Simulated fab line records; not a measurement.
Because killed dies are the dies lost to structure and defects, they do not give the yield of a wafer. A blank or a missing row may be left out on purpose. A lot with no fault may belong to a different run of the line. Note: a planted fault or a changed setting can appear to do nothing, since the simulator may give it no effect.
fab line records | flow nand-harc
record: lots: 24 wafers: 72 last-day: 34
route steps=1302 shown P_ZERO_WELL@59 P_STI@84 P_GATE@174 P_M0@272 P_M1@310 P_M2@338
lots untouched by any fault: they come from a run of this same line in which no faults occurred
start-h: hours from the record's opening day to when the first of the lot's shown wafers began | wait-h: hours from the lot's prior step to this one | " same as the row above | L1.1+2: several wafers, shown together as one row | - no value, or no start was given | * or withheld: withheld | < > ~ a bound
route shown NAME@n: NAME is a module with steps in the file, n the number in the route of the first one | usual: the fault-free wafers' mean and standard deviation | same: alike in all rows | chamber/n: place in a boat | sites: readings site by site | _std_site: how widely they spread, as a standard deviation | _edge_site: inner sites' mean taken away from outer sites' mean | radius-mm: how far each site lies from the wafer's centre | mask NAME#n: copy n | behind: the last tool/chamber to shape the wafer | hold: cause of the lot's hold/its duration in hours/its outcome | device: which transistor (n, p or np) failed to switch | end of line: the tests these same wafers got at the end of their route | a step given without rows: its recipe and nothing more | killed: count of dies lost to structure and defects at first sort (not the wafer's yield) | map: the dies of a wafer, with x for killed, . for not killed, _ for no die there
set.NAME: the run value of the setting; set.NAME@STEP: its run value at that earlier step | model.NAME: the simulator's own value behind a step, which no gauge read
steps of the route over a sample of lots; a table a step, a row a wafer
services: from which hour (start-h, from the record's first day; less than 0 if before it) a tool's chamber was out of use, for how many hours, and why
== steps ==
step: NHARC_P_ZERO_WELL_CD_MEAS_52
recipe: target-cd-nm: 2000 landing-energy-ev: 500
usual: cd-nm: 2000.9/1.6
columns lot.wafer tool chamber start-h wait-h cd-nm
L074.2 cd-sem-01 0 25.70 - 1997.4
L074.3 " 0 " " 1998.4
L074.4 " 0 " " 1996.7
L075.1 cd-sem-02 0 35.79 - 2002.1
L075.2 " 0 " " 1998.7
L075.5 " 0 " " 2002.8
L076.2 cd-sem-02 0 48.20 - 1999.5
L076.3 " 0 " " 2002.4
L076.5 " 0 " " 1998.5
L077.3 cd-sem-03 0 56.89 - 2001.9
L077.4 " 0 " " 2001.3
L077.5 " 0 " " 2003.0
L078.4 cd-sem-03 0 65.42 - 2001.2
L078.5 " 0 " " 2002.4
L078.6 " 0 " " 2001.0
L079.1 cd-sem-02 0 75.82 - 1999.0
L079.2 " 0 " " 1999.4
L079.4 " 0 " " 2001.9
L080.3 cd-sem-03 0 85.61 - 2000.1
L080.4 " 0 " " 1998.5
L080.6 " 0 " " 1999.7
L081.1 cd-sem-01 0 96.34 - 1998.9
L081.2 " 0 " " 2001.9
L081.5 " 0 " " 1999.8
L082.2 cd-sem-02 0 106.01 - 2003.2
L082.3 " 0 " " 2002.8
L082.4 " 0 " " 2003.3
L083.2 cd-sem-01 0 116.06 - 2001.8
L083.3 " 0 " " 2002.3
L083.6 " 0 " " 2000.8
L084.1 cd-sem-03 0 125.64 - 2001.0
L084.3 " 0 " " 2001.5
L084.6 " 0 " " 2003.2
L085.1 cd-sem-03 0 135.88 - 2000.5
L085.3 " 0 " " 2000.3
L085.6 " 0 " " 2002.8
L086.4 cd-sem-03 0 145.62 - 2001.5
L086.5 " 0 " " 2002.4
L086.6 " 0 " " 1999.9
L087.2 cd-sem-01 0 155.81 - 2000.7
L087.3 " 0 " " 2000.2
L087.4 " 0 " " 1999.8
L088.2 cd-sem-03 0 166.01 - 1999.8
L088.3 " 0 " " 1998.9
L088.5 " 0 " " 2002.2
L089.2 cd-sem-01 0 176.25 - 2002.5
L089.4 " 0 " " 2000.6
L089.5 " 0 " " 1999.2
L090.1 cd-sem-01 0 185.81 - 1999.3
L090.4 " 0 " " 1998.1
L090.5 " 0 " " 2001.2
L091.1 cd-sem-01 0 195.94 - 1999.9
L091.3 " 0 " " 1998.1
L091.5 " 0 " " 2000.4
L092.1 cd-sem-01 0 205.68 - 2003.0
L092.3 " 0 " " 2000.9
L092.5 " 0 " " 2001.6
L093.3 cd-sem-01 0 216.00 - 1998.6
L093.4 " 0 " " 2003.7
L093.5 " 0 " " 1999.3
L094.2 cd-sem-03 0 230.25 - 2002.2
L094.3 " 0 " " 2000.4
L094.4 " 0 " " 2002.0
L095.4 cd-sem-01 0 235.90 - 2002.4
L095.5 " 0 " " 2001.3
L095.6 " 0 " " 2002.2
L096.1 cd-sem-02 0 245.49 - 2001.4
L096.3 " 0 " " 1998.7
L096.6 " 0 " " 2001.2
L097.3 cd-sem-03 0 255.87 - 2000.7
L097.4 " 0 " " 2000.2
L097.5 " 0 " " 1999.5
step: NHARC_P_STI_OVL_MEAS_10
usual: overlay-x-nm: 0/5.5 overlay-y-nm: 1/4.8
columns lot.wafer tool chamber start-h wait-h overlay-x-nm overlay-y-nm
L074.2 overlay-02 - 45.06 - -7 -3
L074.3 " - " " -6 -3
L074.4 " - " " -7 -3
L075.1 overlay-02 - 57.27 - -3 3
L075.2 " - " " -3 2
L075.5 " - " " -3 3
L076.2 overlay-02 - 66.64 - 4 -1
L076.3 " - " " 4 -2
L076.5 " - " " 4 -1
L077.3 overlay-02 - 74.27 - 9 3
L077.4 " - " " 9 3
L077.5 " - " " 9 2
L078.4 overlay-02 - 84.03 - -4 -11
L078.5 " - " " -4 -12
L078.6 " - " " -4 -12
L079.1 overlay-02 - 92.47 - -10 -10
L079.2 " - " " -10 -10
L079.4 " - " " -10 -10
L080.3 overlay-02 - 103.17 - 3 6
L080.4 " - " " 3 6
L080.6 " - " " 4 7
L081.1 overlay-01 - 113.25 - 7 -2
L081.2 " - " " 6 -2
L081.5 " - " " 8 -2
L082.2 overlay-02 - 123.90 - 1 2
L082.3 " - " " 1 2
L082.4 " - " " 1 2
L083.2 overlay-01 - 133.24 - -5 5
L083.3 " - " " -5 6
L083.6 " - " " -5 6
L084.1 overlay-02 - 142.75 - -4 5
L084.3 " - " " -4 5
L084.6 " - " " -4 5
L085.1 overlay-02 - 152.25 - -3 -3
L085.3 " - " " -2 -3
L085.6 " - " " -2 -3
L086.4 overlay-02 - 163.97 - 1 0
L086.5 " - " " 1 0
L086.6 " - " " 1 -1
L087.2 overlay-01 - 173.42 - 9 3
L087.3 " - " " 10 3
L087.4 " - " " 11 3
L088.2 overlay-02 - 183.13 - 8 3
L088.3 " - " " 7 3
L088.5 " - " " 7 3
L089.2 overlay-01 - 194.92 - -3 8
L089.4 " - " " -3 8
L089.5 " - " " -2 8
L090.1 overlay-02 - 207.18 - -2 6
L090.4 " - " " -3 7
L090.5 " - " " -3 7
L091.1 overlay-02 - 216.59 - 5 4
L091.3 " - " " 6 3
L091.5 " - " " 6 3
L092.1 overlay-02 - 222.22 - 5 4
L092.3 " - " " 6 4
L092.5 " - " " 6 5
L093.3 overlay-02 - 233.06 - 2 -3
L093.4 " - " " 2 -4
L093.5 " - " " 2 -4
L094.2 overlay-02 - 252.02 - 3 0
L094.3 " - " " 3 1
L094.4 " - " " 3 1
L095.4 overlay-01 - 252.05 - -8 -1
L095.5 " - " " -8 0
L095.6 " - " " -8 0
L096.1 overlay-01 - 262.68 - 2 3
L096.3 " - " " 2 4
L096.6 " - " " 2 3
L097.3 overlay-01 - 272.63 - -7 3
L097.4 " - " " -7 4
L097.5 " - " " -7 3
step: NHARC_P_GATE_STRIP_111
recipe: power-w: 1500 temp-c: 110 time-s: 250 chemistry: N2/H2
usual: drypump-motor-current-A: 6.0/0.39 heater-power-w: 84/5.7
columns lot.wafer tool chamber start-h wait-h drypump-motor-current-A heater-power-w rf-hours-counter-h
L074.2 plasma-asher-02 1 109.02 0.2 5.6 91 7
L074.4 " 0 " " 6.1 79 -
L074.3 " 1 " " 5.6 92 -
L075.1 plasma-asher-01 1 119.49 0.2 5.7 78 24
L075.2 " 0 " " 6.5 84 24
L075.5 " 0 " " 6.5 86 -
L076.2 plasma-asher-02 1 133.48 0.2 5.6 91 12
L076.3 " 1 " " 5.6 92 -
L076.5 " 1 " " 5.6 92 -
L077.4 plasma-asher-01 1 133.89 0.2 5.6 76 -
L077.3 " 0 " " 6.5 86 -
L077.5 " 0 " " 6.5 84 -
L078.4 plasma-asher-01 1 152.26 0.2 5.7 74 -
L078.6 " 1 " " 5.7 78 -
L078.5 " 0 " " 6.5 86 -
L079.2 plasma-asher-02 1 157.87 0.2 5.6 94 15
L079.1 " 0 " " 6.2 81 15
L079.4 " 0 " " 6.2 81 -
L080.4 plasma-asher-02 0 169.30 0.2 6.1 79 -
L080.3 " 1 " " 5.5 91 -
L080.6 " 0 " " 6.2 80 -
L081.2 plasma-asher-01 1 174.12 0.3 5.7 78 0
L081.1 " 0 " " 6.5 91 0
L081.5 " 1 " " 5.6 78 -
L082.2 plasma-asher-02 0 188.20 0.2 6.2 76 24
L082.3 " 1 " " 5.6 92 -
L082.4 " 0 " " 6.2 80 -
L083.2 plasma-asher-01 0 196.05 0.2 6.5 89 4
L083.3 " 0 " " 6.5 88 -
L083.6 " 1 " " 5.6 77 -
L084.1 plasma-asher-01 0 213.08 0.2 6.5 89 7
L084.3 " 1 " " 5.6 78 -
L084.6 " 0 " " 6.5 88 -
L085.1 plasma-asher-01 1 220.24 0.2 5.6 78 8
L085.3 " 1 " " 5.6 76 -
L085.6 " 0 " " 6.5 88 -
L086.4 plasma-asher-01 1 230.55 0.4 5.7 77 -
L086.6 " 1 " " 5.7 79 -
L086.5 " 0 " " 6.5 89 -
L087.2 plasma-asher-02 1 234.03 0.2 5.6 93 32
L087.4 " 0 " " 6.2 78 -
L087.3 " 1 " " 5.6 93 -
L089.2 plasma-asher-01 0 257.01 0.2 6.5 87 16
L089.4 " 0 " " 6.5 89 -
L089.5 " 1 " " 5.7 77 -
L088.2 plasma-asher-01 1 257.74 0.2 5.6 77 17
L088.3 " 1 " " 5.6 76 -
L088.5 " 0 " " 6.5 87 -
L090.1 plasma-asher-02 1 275.60 0.2 5.6 88 4
L090.4 " 0 " " 6.2 82 -
L090.5 " 1 " " 5.6 89 -
L091.1 plasma-asher-01 0 283.09 0.2 6.5 89 22
L091.3 " 1 " " 5.6 75 -
L091.5 " 1 " " 5.6 79 -
L092.1 plasma-asher-02 1 285.13 0.2 5.6 89 6
L092.3 " 1 " " 5.6 89 -
L092.5 " 0 " " 6.1 83 -
L093.4 plasma-asher-02 1 298.56 0.2 5.5 87 -
L093.3 " 0 " " 6.1 81 -
L093.5 " 1 " " 5.6 89 -
L095.4 plasma-asher-01 0 314.60 0.3 6.5 92 -
L095.6 " 1 " " 5.6 79 -
L095.5 " 0 " " 6.5 89 -
L094.2 plasma-asher-02 0 314.71 0.2 6.2 82 12
L094.4 " 0 " " 6.2 82 -
L094.3 " 1 " " 5.6 89 -
L096.1 plasma-asher-01 0 327.85 0.2 6.5 91 32
L096.3 " 0 " " 6.5 91 -
L096.6 " 1 " " 5.7 79 -
L097.3 plasma-asher-02 0 345.27 0.2 6.2 84 -
L097.4 " 1 " " 5.6 88 -
L097.5 " 1 " " 5.6 88 -
step: NHARC_P_M0_DEGAS_28
recipe: temp-c: 250 time-s: 60
usual: heater-power-w: 316/31
columns lot.wafer tool chamber start-h wait-h heater-power-w
L074.3 pvd-sputter-03 - 121.96 - 308
L074.2 " - " " 267
L074.4 " - " " 406
L075.1 pvd-sputter-02 - 132.03 - 345
L075.2 " - " " 286
L075.5 " - " " 349
L076.3 pvd-sputter-02 - 146.24 - 304
L076.2 " - " " 349
L076.5 " - " " 302
L077.4 pvd-sputter-03 - 146.73 - 401
L077.3 " - " " 321
L077.5 " - " " 401
L078.4 pvd-sputter-02 - 165.18 - 304
L078.6 " - " " 336
L078.5 " - " " 302
L079.2 pvd-sputter-01 - 170.97 - 296
L079.1 " - " " 296
L079.4 " - " " 316
L080.3 pvd-sputter-01 - 182.02 - 303
L080.4 " - " " 327
L080.6 " - " " 308
L081.1 pvd-sputter-02 - 187.29 - 275
L081.2 " - " " 334
L081.5 " - " " 273
L082.2 pvd-sputter-01 - 201.02 - 294
L082.4 " - " " 323
L082.3 " - " " 318
L083.3 pvd-sputter-02 - 209.24 - 270
L083.2 " - " " 347
L083.6 " - " " 268
L084.1 pvd-sputter-03 - 226.11 - 322
L084.3 " - " " 414
L084.6 " - " " 270
L085.3 pvd-sputter-02 - 233.23 - 333
L085.1 " - " " 277
L085.6 " - " " 351
L086.4 pvd-sputter-01 - 243.85 - 323
L086.5 " - " " 319
L086.6 " - " " 315
L087.4 pvd-sputter-02 - 247.55 - 337
L087.3 " - " " 303
L087.2 " - " " 283
L089.4 pvd-sputter-02 - 269.72 - 346
L089.2 " - " " 302
L089.5 " - " " 345
L088.2 pvd-sputter-01 - 270.65 - 313
L088.3 " - " " 301
L088.5 " - " " 317
L090.4 pvd-sputter-03 - 288.65 - 275
L090.1 " - " " 316
L090.5 " - " " 305
L091.1 pvd-sputter-01 - 296.01 - 308
L091.3 " - " " 315
L091.5 " - " " 311
L092.3 pvd-sputter-03 - 297.95 - 326
L092.1 " - " " 413
L092.5 " - " " 317
L093.3 pvd-sputter-01 - 311.39 - 314
L093.4 " - " " 308
L093.5 " - " " 325
L095.4 pvd-sputter-01 - 327.43 - 322
L095.6 " - " " 307
L095.5 " - " " 313
L094.3 pvd-sputter-03 - 327.77 - 324
L094.4 " - " " 275
L094.2 " - " " 313
L096.1 pvd-sputter-02 - 340.50 - 306
L096.3 " - " " 356
L096.6 " - " " 274
L097.4 pvd-sputter-03 - 358.36 - 312
L097.3 " - " " 405
L097.5 " - " " 273
step: NHARC_P_M1_ANNEAL_31
recipe: temp-c: 225 time-s: 90
usual: wafer_temp_C_max: 226.0/0.4
columns lot.wafer tool chamber start-h wait-h wafer_temp_C_max
L074.2 rtp-anneal-01 0 127.13 - 226.1
L074.3 " 0 " " 226.6
L074.4 " 0 " " 226.2
L075.1 rtp-anneal-01 0 136.99 0.3 226.1
L075.2 " 0 " " 226.3
L075.5 " 0 " " 226.2
L076.2 rtp-anneal-02 0 151.06 - 225.8
L076.3 " 0 " " 225.9
L076.5 " 0 " " 225.8
L077.3 rtp-anneal-02 0 152.05 0.3 225.4
L077.4 " 0 " " 225.6
L077.5 " 0 " " 225.7
L078.4 rtp-anneal-02 0 170.24 - 225.5
L078.5 " 0 " " 225.4
L078.6 " 0 " " 225.5
L079.1 rtp-anneal-01 0 175.85 0.3 226.2
L079.2 " 0 " " 226.1
L079.4 " 0 " " 226.4
L080.3 rtp-anneal-02 0 189.63 - 225.8
L080.4 " 0 " " 226.0
L080.6 " 0 " " 225.7
L081.1 rtp-anneal-02 0 192.30 - 225.8
L081.2 " 0 " " 225.8
L081.5 " 0 " " 225.8
L082.2 rtp-anneal-02 0 206.00 0.3 225.6
L082.3 " 0 " " 225.6
L082.4 " 0 " " 225.8
L083.2 rtp-anneal-01 0 214.24 - 226.2
L083.3 " 0 " " 226.6
L083.6 " 0 " " 226.4
L084.1 rtp-anneal-01 0 231.03 - 226.3
L084.3 " 0 " " 226.6
L084.6 " 0 " " 226.9
L085.1 rtp-anneal-02 0 238.45 0.3 225.6
L085.3 " 0 " " 225.5
L085.6 " 0 " " 225.6
L086.4 rtp-anneal-01 0 248.93 - 226.4
L086.5 " 0 " " 226.2
L086.6 " 0 " " 226.0
L087.2 rtp-anneal-02 0 252.66 0.3 225.9
L087.3 " 0 " " 225.8
L087.4 " 0 " " 225.7
L089.2 rtp-anneal-02 0 275.02 - 225.2
L089.4 " 0 " " 225.3
L089.5 " 0 " " 225.4
L088.2 rtp-anneal-02 0 275.45 0.3 225.7
L088.3 " 0 " " 226.0
L088.5 " 0 " " 226.0
L090.1 rtp-anneal-02 0 293.60 - 225.8
L090.4 " 0 " " 225.6
L090.5 " 0 " " 225.6
L091.1 rtp-anneal-01 0 300.91 0.3 226.6
L091.3 " 0 " " 226.1
L091.5 " 0 " " 226.0
L092.1 rtp-anneal-01 0 302.73 0.3 226.3
L092.3 " 0 " " 226.7
L092.5 " 0 " " 226.4
L093.3 rtp-anneal-02 0 316.25 - 225.8
L093.4 " 0 " " 225.5
L093.5 " 0 " " 225.8
L095.4 rtp-anneal-02 0 332.55 0.4 225.5
L095.5 " 0 " " 225.4
L095.6 " 0 " " 225.9
L094.2 rtp-anneal-01 0 332.68 0.4 226.8
L094.3 " 0 " " 226.0
L094.4 " 0 " " 226.5
L096.1 rtp-anneal-01 0 345.44 - 226.4
L096.3 " 0 " " 226.1
L096.6 " 0 " " 226.6
L097.3 rtp-anneal-01 0 363.41 - 226.3
L097.4 " 0 " " 226.3
L097.5 " 0 " " 225.9
step: NHARC_P_M2_DEGAS_29
recipe: temp-c: 250 time-s: 60
usual: heater-power-w: 316/34
columns lot.wafer tool chamber start-h wait-h heater-power-w
L074.3 pvd-sputter-03 - 130.62 - 268
L074.2 " - " " 319
L074.4 " - " " 406
L075.1 pvd-sputter-02 - 140.38 - 337
L075.2 " - " " 354
L075.5 " - " " 300
L076.3 pvd-sputter-03 - 154.29 - 295
L076.2 " - " " 313
L076.5 " - " " 267
L077.4 pvd-sputter-03 - 155.34 - 318
L077.3 " - " " 405
L077.5 " - " " 312
L078.4 pvd-sputter-01 - 173.39 - 305
L078.5 " - " " 299
L078.6 " - " " 322
L079.2 pvd-sputter-02 - 179.15 - 293
L079.4 " - " " 265
L079.1 " - " " 347
L080.4 pvd-sputter-02 - 192.82 - 352
L080.3 " - " " 300
L080.6 " - " " 355
L081.1 pvd-sputter-03 - 195.73 - 275
L081.2 " - " " 304
L081.5 " - " " 411
L082.3 pvd-sputter-01 - 209.43 - 299
L082.2 " - " " 320
L082.4 " - " " 321
L083.2 pvd-sputter-01 - 217.69 - 332
L083.3 " - " " 296
L083.6 " - " " 321
L084.3 pvd-sputter-02 - 234.31 - 314
L084.1 " - " " 346
L084.6 " - " " 279
L085.1 pvd-sputter-01 - 242.21 - 316
L085.3 " - " " 311
L085.6 " - " " 312
L086.4 pvd-sputter-03 - 252.18 - 317
L086.6 " - " " 273
L086.5 " - " " 307
L087.3 pvd-sputter-03 - 256.02 - 311
L087.2 " - " " 409
L087.4 " - " " 324
L089.4 pvd-sputter-01 - 278.65 - 302
L089.2 " - " " 315
L089.5 " - " " 303
L088.2 pvd-sputter-02 - 278.80 - 344
L088.3 " - " " 302
L088.5 " - " " 306
L090.1 pvd-sputter-02 - 296.95 - 276
L090.4 " - " " 325
L090.5 " - " " 276
L091.3 pvd-sputter-03 - 304.40 - 406
L091.1 " - " " 324
L091.5 " - " " 319
L092.3 pvd-sputter-01 - 306.03 - 316
L092.1 " - " " 326
L092.5 " - " " 314
L093.3 pvd-sputter-01 - 319.57 - 312
L093.4 " - " " 306
L093.5 " - " " 323
L095.4 pvd-sputter-02 - 335.71 - 307
L095.6 " - " " 313
L095.5 " - " " 271
L094.4 pvd-sputter-03 - 336.22 - 265
L094.3 " - " " 315
L094.2 " - " " 416
L096.3 pvd-sputter-01 - 348.86 - 311
L096.1 " - " " 317
L096.6 " - " " 308
L097.4 pvd-sputter-03 - 369.10 - 269
L097.3 " - " " 311
L097.5 " - " " 303
== services ==
columns tool chamber start-h hours kind
pvd-sputter-02 - 104.05 10.0 pm
plasma-asher-02 - 146.66 1.4 repair
pvd-sputter-02 - 153.66 2.3 repair
plasma-asher-01 - 165.12 9.0 pm
plasma-asher-01 0 165.12 9.0 vent-cycle
plasma-asher-01 1 165.12 9.0 vent-cycle
pvd-sputter-03 - 170.00 10.0 pm
plasma-asher-01 0 174.12 - clean
plasma-asher-01 1 174.12 - clean
pvd-sputter-01 - 212.24 4.9 repair
pvd-sputter-01 - 226.04 10.0 pm
plasma-asher-02 - 228.52 2.1 repair
pvd-sputter-02 - 239.93 2.7 repair
plasma-asher-02 - 249.22 9.0 pm
plasma-asher-02 0 249.22 9.0 vent-cycle
plasma-asher-02 1 249.22 9.0 vent-cycle
pvd-sputter-02 - 250.48 2.4 repair
pvd-sputter-02 - 282.05 10.0 pm
plasma-asher-01 - 342.12 9.0 pm
plasma-asher-01 0 342.12 9.0 vent-cycle
plasma-asher-01 1 342.12 9.0 vent-cycle
pvd-sputter-03 - 348.00 10.0 pm
plasma-asher-01 0 351.12 - clean
plasma-asher-01 1 351.12 - clean
== key ==
fault none
